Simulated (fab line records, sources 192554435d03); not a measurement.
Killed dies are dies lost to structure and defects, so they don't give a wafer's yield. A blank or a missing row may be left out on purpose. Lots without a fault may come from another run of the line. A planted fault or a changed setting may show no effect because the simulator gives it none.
Split-lot experiment | flow n5_finfet | 7 lots, 39 wafers read, on a route of 1938 steps

THE SPLIT
At N5_ZERO_LAYER_ETCH_18 (etches Si in HBr/Cl2, target depth 120 nm, time 40 s), the setting target_depth_a was moved away from the recipe's 1200 angstrom on 12 of the 39 wafers read, by -34.0% to +53.6%. The other wafers ran this setting at the recipe's value.

The reading is taken at the split's own step.

THE READING
coat_of_ZERO_LAYER_COAT_05.thk_nm (the simulator's own value, which no gauge read), in nm, at N5_ZERO_LAYER_ETCH_18 (etches Si in HBr/Cl2, target depth 120 nm, time 40 s). The file gives no usual value for it. The 27 wafers here that ran the recipe average 930.5 nm, standard deviation 2.9 nm.

wafer  | tool, chamber at the split | target_depth_a as run, angstrom | against the recipe | coat_of_ZERO_LAYER_COAT_05.thk_nm, nm | against lot-mates on the recipe
L074.1 | rie_si-06, 0               | 1843                            | +53.6%             | 907.5                                 | -22.7
L074.2 | rie_si-06, 1               | 1200                            | recipe             | 929.8                                 | -
L074.3 | rie_si-06, 3               | 1843                            | +53.6%             | 907.1                                 | -23.1
L074.4 | rie_si-06, 2               | 1200                            | recipe             | 929.4                                 | -
L074.5 | rie_si-06, 2               | 1200                            | recipe             | 931.3                                 | -
L074.6 | rie_si-06, 1               | 1843                            | +53.6%             | 907.7                                 | -22.5
L075.1 | rie_si-02, 1               | 1200                            | recipe             | 928.1                                 | -
L075.2 | rie_si-02, 3               | 819.3                           | -31.7%             | 942.9                                 | +14.0
L075.3 | rie_si-02, 0               | 1200                            | recipe             | 927.4                                 | -
L075.4 | rie_si-02, 2               | 819.3                           | -31.7%             | 944.3                                 | +15.4
L075.5 | rie_si-02, 1               | 819.3                           | -31.7%             | 938.3                                 | +9.4
L075.6 | rie_si-02, 0               | 1200                            | recipe             | 931.2                                 | -
L086.1 | rie_si-06, 1               | 1200                            | recipe             | 930.5                                 | -
L086.2 | rie_si-06, 3               | 1200                            | recipe             | 930.5                                 | -
L086.3 | rie_si-06, 2               | 1200                            | recipe             | 925.8                                 | -
L086.4 | rie_si-06, 0               | 1200                            | recipe             | 928.7                                 | -
L086.5 | rie_si-06, 1               | 1200                            | recipe             | 928.9                                 | -
L086.6 | rie_si-06, 0               | 1200                            | recipe             | 925.4                                 | -
L089.1 | rie_si-04, 1               | 1200                            | recipe             | 930.6                                 | -
L089.2 | rie_si-04, 0               | 1200                            | recipe             | 931                                   | -
L089.3 | rie_si-04, 2               | 792.4                           | -34.0%             | 947.3                                 | +16.0
L089.4 | rie_si-04, 3               | 792.4                           | -34.0%             | 945.5                                 | +14.2
L089.5 | rie_si-04, 1               | 1200                            | recipe             | 932.2                                 | -
L089.6 | rie_si-04, 0               | 792.4                           | -34.0%             | 946.7                                 | +15.4
L093.1 | rie_si-02, 1               | 1200                            | recipe             | 933.4                                 | -
L093.2 | rie_si-02, 0               | 1200                            | recipe             | 934.9                                 | -
L093.3 | rie_si-02, 3               | 1200                            | recipe             | 935.4                                 | -
L093.4 | rie_si-02, 2               | 1200                            | recipe             | 934.8                                 | -
L093.5 | rie_si-02, 3               | 1200                            | recipe             | 934                                   | -
L093.6 | rie_si-02, 2               | 1200                            | recipe             | 933.8                                 | -
L096.1 | rie_si-04, 0               | 1200                            | recipe             | 931.6                                 | -
L096.5 | rie_si-04, 3               | 1200                            | recipe             | 932.2                                 | -
L096.6 | rie_si-04, 2               | 1200                            | recipe             | 932.8                                 | -
L097.1 | rie_si-02, 3               | 1200                            | recipe             | 927.2                                 | -
L097.2 | rie_si-02, 0               | 1640                            | +36.7%             | 912.5                                 | -14.1
L097.3 | rie_si-02, 1               | 1640                            | +36.7%             | 909.7                                 | -16.9
L097.4 | rie_si-02, 2               | 1640                            | +36.7%             | 914.2                                 | -12.4
L097.5 | rie_si-02, 3               | 1200                            | recipe             | 926.1                                 | -
L097.6 | rie_si-02, 0               | 1200                            | recipe             | 926.6                                 | -

THE FIT
A straight line over all 39 wafers: coat_of_ZERO_LAYER_COAT_05.thk_nm changes by -0.44 nm for each +1% of target_depth_a; r = -0.96; the points scatter about the line by 2.8 nm.
The same after taking each lot's own level away (the mean of its wafers on the recipe; 39 wafers): -0.42 nm for each +1%; r = -0.99; scatter 1.5 nm.
On that fit, the largest move of target_depth_a shifts the reading by 23 nm.
The lots' own levels span 926.63 to 934.38 nm, that is 2.7 times the standard deviation above.
So the lot-to-lot level changes the slope little: the two slopes agree.
Check: with one of the wafers moved furthest among these (+53.6%) left out of the fit, the line predicts -22.4 nm for it against its lot-mates. It came out at -22.7 nm against them.

THE WHOLE CHAIN: every reading that the file lists as answering this split, in the file's order
step                   | what it does                                         | reading                                                                            | change (the file's fit)              | r (the file's)
N5_ZERO_LAYER_ETCH_18  | etches Si in HBr/Cl2, target depth 120 nm, time 40 s | ZERO_LAYER.feature_depth_nm (the simulator's own value, which no gauge read)       | +1.2 nm for each +1% of the setting  | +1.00
N5_ZERO_LAYER_ETCH_18  | etches Si in HBr/Cl2, target depth 120 nm, time 40 s | etch.depth_nm (the simulator's own value, which no gauge read)                     | +1.2 nm for each +1% of the setting  | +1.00
N5_ZERO_LAYER_ETCH_18  | etches Si in HBr/Cl2, target depth 120 nm, time 40 s | coat_of_ZERO_LAYER_COAT_05.thk_nm (the simulator's own value, which no gauge read) | -0.42 nm for each +1% of the setting | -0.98
N5_ZERO_LAYER_STRIP_24 | strips in O2                                         | strip_time_to_endpoint_s                                                           | withheld for each +1% of the setting | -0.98

THE FILE'S OWN FIT
coat_of_ZERO_LAYER_COAT_05.thk_nm changes by -0.42 nm for each +1% of target_depth_a, r = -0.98.
